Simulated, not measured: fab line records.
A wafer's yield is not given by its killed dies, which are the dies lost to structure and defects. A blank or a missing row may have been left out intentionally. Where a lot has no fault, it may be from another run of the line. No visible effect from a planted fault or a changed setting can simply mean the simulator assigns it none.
fab line records    flow nand-harc
record lots=6  wafers=18  last-day=33
route steps=1302 shown P_CONTACT@249 P_M0@253
lots with no fault: from the same line, run without faults
start-h: the number of hours between the record's first day and the start of the first shown wafer of the lot    wait-h: hours elapsed since this lot's preceding step    " repeats the value in the row above    L1.1+2: several wafers, shown together as one row    - either no value or no given start    * or withheld: withheld    < > ~ a bound
route shown NAME@n: names a module that has steps shown in the file, with the first one's number in the route    usual: average and standard deviation across the fault-free wafers    same: alike in all rows    chamber/n: place in a boat    sites: the reading at each site    _std_site: the values' standard deviation    _edge_site: inner sites' mean taken away from outer sites' mean    radius-mm: for every site, how far away it sits from the centre of the wafer    mask NAME#n: copy n    behind: tool/chamber where the wafer was last shaped    hold: what put the lot on hold/how long, in hours/how the hold closed    device: names the non-switching transistor (n, p or np)    end of line: the same wafers' tests at the end of the route    step lacking rows: just its recipe    killed: count of dies lost to structure and defects at first sort (not the wafer's yield)    map: shows each die of a wafer: x if killed, . if not, _ if none is there
set.NAME: the run value of the setting; set.NAME@STEP: its run value at that earlier step    model.NAME: the simulator's own value behind a step, which no gauge read
certain route steps with their lots: each step a table, each wafer a row
services: a tool's chamber out of use, with start hour (start-h, from the record's first day; less than 0 if before it), hours out, and reason
## steps
# step NHARC_P_CONTACT_CMP_24
# recipe t-overpolish-s=30  target-thk-nm=200
# usual motor-current-A=12.2/1.2  overpolish-run-s=30.000/0.0088  time-to-endpoint-s=41/4
lot.wafer  tool    chamber  start-h  wait-h  motor-current-A  overpolish-run-s  time-to-endpoint-s
L894.1     cmp-02  3        208.78   0.6     11.2             29.998            36
L894.3     "       0        "        "       11.3             29.993            41
L894.6     "       2        "        "       12.6             29.995            40
L895.4     cmp-01  2        216.11   0.4     13.3             30.004            34
L895.1     "       0        "        "       11.5             30.019            36
L895.5     "       2        "        "       13.2             30.004            35
L897.2     cmp-02  0        239.11   0.5     11.4             29.991            43
L897.1     "       2        "        "       12.2             30.002            41
L897.6     "       0        "        "       11.6             29.997            42
L903.1     cmp-04  0        293.26   0.6     10.9             30.015            44
L903.2     "       1        "        "       12.7             29.995            47
L903.6     "       0        "        "       11.5             30.004            45
L904.4     cmp-04  0        302.73   0.4     11.3             30.010            39
L904.3     "       2        "        "       14.5             29.988            40
L904.6     "       1        "        "       12.3             29.998            41
L909.4     cmp-02  0        351.09   0.4     11.3             29.988            43
L909.1     "       2        "        "       11.8             29.999            45
L909.5     "       0        "        "       11.2             29.997            42
# step NHARC_P_CONTACT_SRD_26
# step NHARC_P_CONTACT_INSPECT_27
# usual raw-defect-count=276/130
lot.wafer  tool               chamber  start-h  wait-h  raw-defect-count
L894.1     defect-inspect-01  -        209.15   0.1     205
L894.3     "                  -        "        "       226
L894.6     "                  -        "        "       308
L895.1     defect-inspect-01  -        216.51   0.1     403
L895.4     "                  -        "        "       241
L895.5     "                  -        "        "       164
L897.1     defect-inspect-01  -        239.49   0.1     168
L897.2     "                  -        "        "       302
L897.6     "                  -        "        "       233
L903.1     defect-inspect-01  -        293.63   0.1     159
L903.2     "                  -        "        "       301
L903.6     "                  -        "        "       199
L904.3     defect-inspect-02  -        303.13   0.1     599
L904.4     "                  -        "        "       563
L904.6     "                  -        "        "       462
L909.1     defect-inspect-02  -        351.49   0.1     347
L909.4     "                  -        "        "       269
L909.5     "                  -        "        "       320
# step NHARC_P_M0_DEP_00
# recipe target-thk-a=1500  target-thk-nm=150  temp-c=withheld  pressure-torr=5  flow-sccm=200  rf-w=600  material=SiOC
# step NHARC_P_M0_DEHYDRATE_01
# recipe temp-c=150  time-s=120
# step NHARC_P_M0_HMDS_02
# recipe time-s=30
# step NHARC_P_M0_COAT_33
# recipe temp-c=200  time-s=65
# step NHARC_P_M0_COAT_03
# recipe spin-rpm=1500  resist-thk-nm=90
# step NHARC_P_M0_SOFTBAKE_04
# recipe temp-c=105  time-s=55
# step NHARC_P_M0_EBR_05
# step NHARC_P_M0_EXPOSE_06
# recipe na=1.35  target-cd-nm=90  dose-mj=81.28  mask-id=P_M0
# step NHARC_P_M0_PEB_07
# recipe peb-temp-c=100  peb-time-s=65
# usual heater-power-total-W=156.6/0.4  plate-temp-C=100.00/0.14
lot.wafer  tool            chamber  start-h  wait-h  heater-power-total-W  plate-temp-C
L894.1     litho-track-01  0        209.97   0.1     168.9                 105.55
L894.3     "               0        "        "       169.0                 105.78
L894.6     "               0        "        "       168.5                 105.94
L895.1     litho-track-06  0        217.33   0.1     157.1                 99.92
L895.4     "               0        "        "       157.0                 100.10
L895.5     "               0        "        "       156.3                 99.89
L897.1     litho-track-01  0        240.32   0.1     169.5                 106.00
L897.2     "               0        "        "       169.3                 105.93
L897.6     "               0        "        "       168.5                 105.85
L903.1     litho-track-01  0        294.45   0.1     156.0                 100.09
L903.2     "               0        "        "       157.2                 100.04
L903.6     "               0        "        "       156.7                 100.03
L904.3     litho-track-04  0        303.95   0.0     156.2                 100.17
L904.4     "               0        "        "       156.3                 100.27
L904.6     "               0        "        "       156.8                 100.34
L909.1     litho-track-01  0        352.18   0.1     156.8                 100.03
L909.4     "               0        "        "       157.2                 99.91
L909.5     "               0        "        "       156.6                 99.79
# step NHARC_P_M0_DEVELOP_08
# recipe develop-time-s=35  dev-temp-c=23
# step NHARC_P_M0_CD_MEAS_09
# recipe target-cd-nm=90  landing-energy-ev=500
# usual cd-nm=89.9/0.57
lot.wafer  tool       chamber  start-h  wait-h  cd-nm
L894.1     cd-sem-02  0        210.06   -       108.9
L894.3     "          0        "        "       108.9
L894.6     "          0        "        "       109.3
L895.1     cd-sem-01  0        217.41   -       89.9
L895.4     "          0        "        "       89.5
L895.5     "          0        "        "       89.5
L897.1     cd-sem-03  0        240.40   -       104.7
L897.2     "          0        "        "       104.3
L897.6     "          0        "        "       105.3
L903.1     cd-sem-02  0        294.53   -       89.7
L903.2     "          0        "        "       91.0
L903.6     "          0        "        "       89.6
L904.3     cd-sem-02  0        304.03   -       90.0
L904.4     "          0        "        "       90.4
L904.6     "          0        "        "       89.8
L909.1     cd-sem-02  0        352.26   -       90.1
L909.4     "          0        "        "       89.6
L909.5     "          0        "        "       90.7
# step NHARC_P_M0_OVL_MEAS_10
# recipe pitch-nm=180
# usual overlay-x-nm=0.1/0.87  overlay-y-nm=-0.1/0.97
lot.wafer  tool        chamber  start-h  wait-h  overlay-x-nm  overlay-y-nm
L894.1     overlay-02  -        210.15   -       0.5           -0.1
L894.3     "           -        "        "       0.5           0.4
L894.6     "           -        "        "       0.9           -0.1
L895.1     overlay-02  -        217.50   -       -0.8          0.6
L895.4     "           -        "        "       -1.0          0.5
L895.5     "           -        "        "       -0.9          0.5
L897.1     overlay-01  -        240.49   -       0.0           0.2
L897.2     "           -        "        "       -0.5          0.4
L897.6     "           -        "        "       -0.4          0.9
L903.1     overlay-01  -        294.62   -       -0.3          0.5
L903.2     "           -        "        "       -0.2          1.3
L903.6     "           -        "        "       -0.5          1.4
L904.3     overlay-01  -        304.12   -       0.4           -0.5
L904.4     "           -        "        "       -0.2          -0.4
L904.6     "           -        "        "       -0.2          0.1
L909.1     overlay-02  -        352.35   -       1.6           0.5
L909.4     "           -        "        "       1.1           0.4
L909.5     "           -        "        "       1.8           0.7
# step NHARC_P_M0_INSPECT_11
# usual raw-defect-count=4.5/2.5
lot.wafer  tool               chamber  start-h  wait-h  raw-defect-count
L894.1     defect-inspect-01  -        210.18   0.0     8
L894.3     "                  -        "        "       5
L894.6     "                  -        "        "       3
L895.1     defect-inspect-01  -        217.54   0.0     3
L895.4     "                  -        "        "       8
L895.5     "                  -        "        "       3
L897.1     defect-inspect-01  -        240.52   0.0     1
L897.2     "                  -        "        "       4
L897.6     "                  -        "        "       2
L903.1     defect-inspect-02  -        294.66   0.0     7
L903.2     "                  -        "        "       9
L903.6     "                  -        "        "       8
L904.3     defect-inspect-02  -        304.15   0.0     3
L904.4     "                  -        "        "       3
L904.6     "                  -        "        "       1
L909.1     defect-inspect-01  -        352.39   0.0     3
L909.4     "                  -        "        "       5
L909.5     "                  -        "        "       2
# step NHARC_P_M0_DESCUM_14
# recipe time-s=3  o2-flow-sccm=200  ar-flow-sccm=0  bias-power-w=0  chemistry=O2
# usual drypump-motor-current-A=5.6/0.34  oes-product-au=0.995/0.01  rf-vpp-V=57.8/0.8  showerhead-plenum-p-Torr=1.91/0.079  throttle-valve-pct=11.311/0.011
# same bias-power-w=0
lot.wafer  tool         chamber  start-h  wait-h  drypump-motor-current-A  oes-product-au  rf-hours-counter-h  rf-vpp-V  showerhead-plenum-p-Torr  throttle-valve-pct  model.P_M0.cd-nm
L894.1     rie-diel-04  1        210.26   0.1     5.6                      1.006           4                   57.7      1.85                      11.311              108.6
L894.3     "            2        "        "       5.7                      1.005           3                   57.3      2.03                      11.306              108.4
L894.6     "            0        "        "       5.1                      1.001           -                   57.7      1.87                      11.307              109.4
L895.4     rie-diel-04  1        217.61   0.1     5.6                      0.996           6                   57.9      1.85                      11.306              89.6
L895.1     "            3        "        "       5.8                      0.987           6                   57.8      1.89                      11.314              89.84
L895.5     "            0        "        "       5.1                      1.002           -                   57.7      1.87                      11.301              89.87
L897.1     rie-diel-01  3        240.59   0.1     6.1                      1.012           9                   58.5      2.05                      11.312              104.9
L897.2     "            0        "        "       5.4                      0.995           11                  57.9      2.07                      11.306              103.5
L897.6     "            3        "        "       6.1                      1.009           -                   58.2      2.05                      11.286              104.8
L903.2     rie-diel-01  1        294.72   0.1     6.0                      0.980           26                  57.1      1.94                      11.308              90.15
L903.1     "            0        "        "       5.4                      0.997           28                  60.2      2.07                      11.305              89.87
L903.6     "            1        "        "       6.0                      0.972           -                   58.1      1.94                      11.304              89.11
L904.3     rie-diel-06  1        304.24   0.1     5.6                      0.989           56                  57.2      1.78                      11.301              89.61
L904.4     "            2        "        "       6.2                      0.979           -                   58.1      1.93                      11.314              90.15
L904.6     "            3        "        "       5.2                      0.994           -                   57.3      1.92                      11.320              89.61
L909.4     rie-diel-01  3        352.47   0.1     6.1                      0.997           42                  57.1      2.04                      11.320              89.8
L909.1     "            0        "        "       5.4                      1.006           45                  58.7      2.06                      11.307              89.96
L909.5     "            1        "        "       6.0                      0.987           -                   58.2      1.94                      11.340              89.48
# step NHARC_P_M0_ETCH_34
# recipe target-depth-a=400  overetch-a=120  time-s=43.94  ion-energy-ev=200  n2-flow-sccm=150  h2-flow-sccm=150  ar-flow-sccm=0  rf-w=400  bias-w=150  chemistry=N2/H2
# usual drypump-motor-current-A=5.6/0.35  h2-flow-sccm=150.0/0.44  oes-product-au=0.996/0.01  rf-fwd-power-W=394.7/1.7  rf-vpp-V=430.7/2.6  showerhead-plenum-p-Torr=2.04/0.091  throttle-valve-pct=14.171/0.0092
lot.wafer  tool         chamber  start-h  wait-h  drypump-motor-current-A  h2-flow-sccm  oes-product-au  rf-fwd-power-W  rf-hours-counter-h  rf-vpp-V  showerhead-plenum-p-Torr  throttle-valve-pct
L894.1     rie-diel-04  3        210.34   0.1     5.8                      149.9         0.991           395.8           4                   430.0     2.02                      14.169
L894.3     "            1        "        "       5.6                      149.1         1.004           393.1           4                   428.9     1.97                      14.166
L894.6     "            3        "        "       5.8                      150.3         0.993           396.7           -                   429.5     2.02                      14.183
L895.4     rie-diel-04  0        217.68   0.1     5.0                      149.7         1.015           395.9           6                   429.1     1.99                      14.186
L895.1     "            3        "        "       5.8                      150.5         0.991           395.0           6                   429.0     2.01                      14.175
L895.5     "            0        "        "       5.1                      149.7         1.008           394.4           -                   429.9     1.99                      14.161
L897.2     rie-diel-01  1        240.68   0.1     6.0                      150.3         0.985           394.5           11                  432.2     2.08                      14.180
L897.1     "            2        "        "       5.5                      150.3         0.978           394.4           9                   430.3     2.03                      14.168
L897.6     "            0        "        "       5.4                      149.8         0.996           393.6           -                   434.4     2.21                      14.173
L903.1     rie-diel-01  1        294.81   0.1     6.0                      149.6         0.974           397.1           26                  431.6     2.07                      14.168
L903.2     "            3        "        "       6.1                      150.3         0.994           396.5           25                  435.8     2.19                      14.176
L903.6     "            1        "        "       6.0                      149.7         0.968           395.5           -                   430.9     2.07                      14.165
L904.3     rie-diel-06  3        304.32   0.1     5.3                      150.1         1.004           396.9           54                  431.4     2.04                      14.172
L904.6     "            1        "        "       5.6                      150.5         1.003           392.1           -                   427.5     1.89                      14.165
L904.4     "            2        "        "       6.3                      149.4         1.006           395.2           -                   430.9     2.06                      14.168
L909.4     rie-diel-01  1        352.71   0.2     6.0                      150.1         0.984           393.7           45                  431.5     2.07                      14.179
L909.1     "            2        "        "       5.5                      150.6         0.986           394.6           39                  429.6     2.02                      14.166
L909.5     "            1        "        "       6.0                      150.2         0.979           394.2           -                   429.9     2.07                      14.173
# step NHARC_P_M0_ETCH_15
# recipe target-depth-a=1500  overetch-a=150  time-s=82.5  c4f8-flow-sccm=withheld  ar-flow-sccm=400  rf-w=600  bias-w=300  chemistry=C4F8/Ar
# usual oes-product-au=0.948/0.022  rf-fwd-power-W=595.2/2  rf-vpp-V=441.0/2.7
lot.wafer  tool         chamber  start-h  wait-h  oes-product-au  rf-fwd-power-W  rf-hours-counter-h  rf-vpp-V  model.P_M0.cd-nm
L894.3     rie-diel-04  2        -        -       0.984           591.8           3                   444.6     108
L894.1     "            0        "        "       0.968           596.0           4                   439.3     108.7
L894.6     "            2        "        "       0.984           594.4           -                   444.3     109.7
L895.4     rie-diel-04  1        -        -       0.956           598.9           6                   437.9     88.94
L895.1     "            0        "        "       0.958           595.5           6                   440.8     89.94
L895.5     "            1        "        "       0.972           593.4           -                   439.0     89.29
L897.1     rie-diel-01  2        -        -       0.952           595.5           9                   440.9     105.1
L897.2     "            1        "        "       0.968           595.2           11                  441.9     103.8
L897.6     "            3        "        "       0.963           595.4           -                   444.6     105.3
L903.2     rie-diel-01  1        -        -       0.937           596.5           26                  443.8     90.2
L903.1     "            2        "        "       0.951           596.4           20                  442.7     90.33
L903.6     "            3        "        "       0.973           595.1           -                   444.4     89.41
L904.3     rie-diel-06  3        -        -       0.926           599.1           54                  441.7     89.44
L904.6     "            2        "        "       0.924           590.9           -                   439.5     89.99
L904.4     "            3        "        "       0.920           597.3           -                   441.2     90.59
L909.4     rie-diel-01  2        -        -       0.905           592.1           39                  440.7     90.28
L909.1     "            3        "        "       0.913           597.2           42                  444.9     90.39
L909.5     "            1        "        "       0.906           595.0           -                   440.8     89.79
# step NHARC_P_M0_CD_MEAS_16
# usual cd-nm=89.9/0.75
lot.wafer  tool       chamber  start-h  wait-h  cd-nm
L894.1     cd-sem-02  -        210.54   -       108.6
L894.3     "          -        "        "       107.9
L894.6     "          -        "        "       109.7
L895.1     cd-sem-01  -        217.90   -       89.6
L895.4     "          -        "        "       88.9
L895.5     "          -        "        "       89.3
L897.1     cd-sem-01  -        240.89   -       105.2
L897.2     "          -        "        "       104.0
L897.6     "          -        "        "       105.4
L903.1     cd-sem-03  -        295.02   -       90.2
L903.2     "          -        "        "       90.2
L903.6     "          -        "        "       89.7
L904.3     cd-sem-02  -        304.56   -       89.7
L904.4     "          -        "        "       91.0
L904.6     "          -        "        "       90.1
L909.1     cd-sem-02  -        352.92   -       90.4
L909.4     "          -        "        "       89.8
L909.5     "          -        "        "       89.6
## services
tool            chamber  start-h  hours  kind
cmp-01          -        185.90   4.0    pm
litho-track-04  -        203.00   7.0    pm
rie-diel-01     -        203.82   9.0    pm
cmp-04          -        209.07   4.0    pm
rie-diel-04     0        219.79   1.2    repair
rie-diel-04     2        232.33   4.7    repair
cmp-02          -        232.50   4.0    pm
cmp-04          -        247.62   1.8    repair
cmp-02          -        260.38   0.3    repair
rie-diel-04     0        260.79   2.2    repair
rie-diel-01     2        266.83   4.5    repair
rie-diel-06     -        269.11   0.7    repair
cmp-01          -        280.31   1.3    repair
cmp-01          -        284.03   4.0    pm
rie-diel-06     0        303.66   2.0    repair
cmp-02          -        306.59   4.2    repair
cmp-04          -        307.07   4.0    pm
rie-diel-06     -        307.24   9.0    pm
rie-diel-06     0        323.84   9.0    repair
rie-diel-04     2        327.14   14.9   repair
litho-track-01  -        330.00   7.0    pm
cmp-02          -        330.50   4.0    pm
cmp-01          -        350.33   4.3    repair
rie-diel-04     1        351.18   2.3    repair
## key
first-sign step=NHARC_P_M0_PEB_07  reading=plate-temp-C  direction=up  sigmas=42  usual=*  struck=*
effect step=NHARC_P_M0_PEB_07  reading=heater-power-total-W  direction=up  sigmas=31  usual=*  struck=*
effect step=NHARC_P_M0_CD_MEAS_09  reading=cd-nm  direction=up  sigmas=30  usual=89.9  struck=106.9  through=control-loop
effect step=NHARC_P_M0_CD_MEAS_16  reading=cd-nm  direction=up  sigmas=23  usual=89.9  struck=106.8  through=control-loop
model-effect step=NHARC_P_M0_DESCUM_14  value=P_M0.cd-nm  without=90.08  struck=106.6
model-effect step=NHARC_P_M0_ETCH_15  value=P_M0.cd-nm  without=90.28  struck=106.8
met-at NHARC_P_M0_PEB_07
struck-wafers L894.1,L894.3,L894.6,L897.1,L897.2,L897.6
loop-trim step=NHARC_P_M0_EXPOSE_06  setting=dose  lots=L897
fault kind=process-parameter-drift  tool=litho-track-01  chamber=-  onset-h=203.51  steps=NHARC_P_M0_PEB_07  channel=peb-temp-c  offset=*  shape=step  end-h=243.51  acts-in=*  stated=*
# loop-trim: a control loop set the setting to another value than it would have without faults
